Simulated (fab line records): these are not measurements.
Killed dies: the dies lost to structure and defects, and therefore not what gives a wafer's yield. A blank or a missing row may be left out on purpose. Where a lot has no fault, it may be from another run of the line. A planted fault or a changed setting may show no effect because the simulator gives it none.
Matching of chambers    flow n5-finfet    N5_BEOL_M11_VIA_ETCH_34 on rie-diel-05: 4 sister chambers
The step etches SiCOH lowk in C4F6/O2, target depth 184.5 nm, time 69.2 s. 8 wafers are shown with their chamber, then 9 later ones without.

## EACH WAFER AND ITS CHAMBER
wafer   chamber  rf-vpp-V (V)  showerhead-plenum-p-Torr (Torr)
L082.1  3        692           2.96
L082.5  3        691           2.96
L082.6  1        637           2.83
L083.2  2        644           2.85
L083.6  0        677           2.73
L087.2  1        637           2.83
L087.5  0        677           2.72
L087.6  2        643           2.85

## WAFERS WITH NO CHAMBER GIVEN
wafer   rf-vpp-V (V)  showerhead-plenum-p-Torr (Torr)
L088.1  644           2.84
L088.3  678           2.72
L088.5  679           2.72
L093.2  693           2.95
L093.4  644           2.84
L093.5  691           2.95
L091.1  677           2.72
L091.5  644           2.84
L091.6  691           2.95

## WHICH CHAMBER EACH WENT THROUGH
wafer   from the rows above  in truth
L088.1  2                    2
L088.3  0                    0
L088.5  0                    0
L093.2  3                    3
L093.4  2                    2
L093.5  3                    3
L091.1  0                    0
L091.5  2                    2
L091.6  3                    3
Correct placement for 9 of the 9. From these rows, 0 cannot be placed. Placed wrongly: 0.
How it was worked out, from the rows above alone: a wafer's distance from a chamber is the root of the sum, over the readings, of the square of ((its reading less the chamber's mean) divided by the reading's scatter). If the next closest chamber is less than 2 further off than the closest, the wafer can't be placed; otherwise it belongs to the closest. A chamber's mean is the mean of its shown wafers. The scatter is the square root of a quotient: the sum, over the shown wafers, of each reading's squared deviation from its chamber's mean, divided by wafers minus chambers.
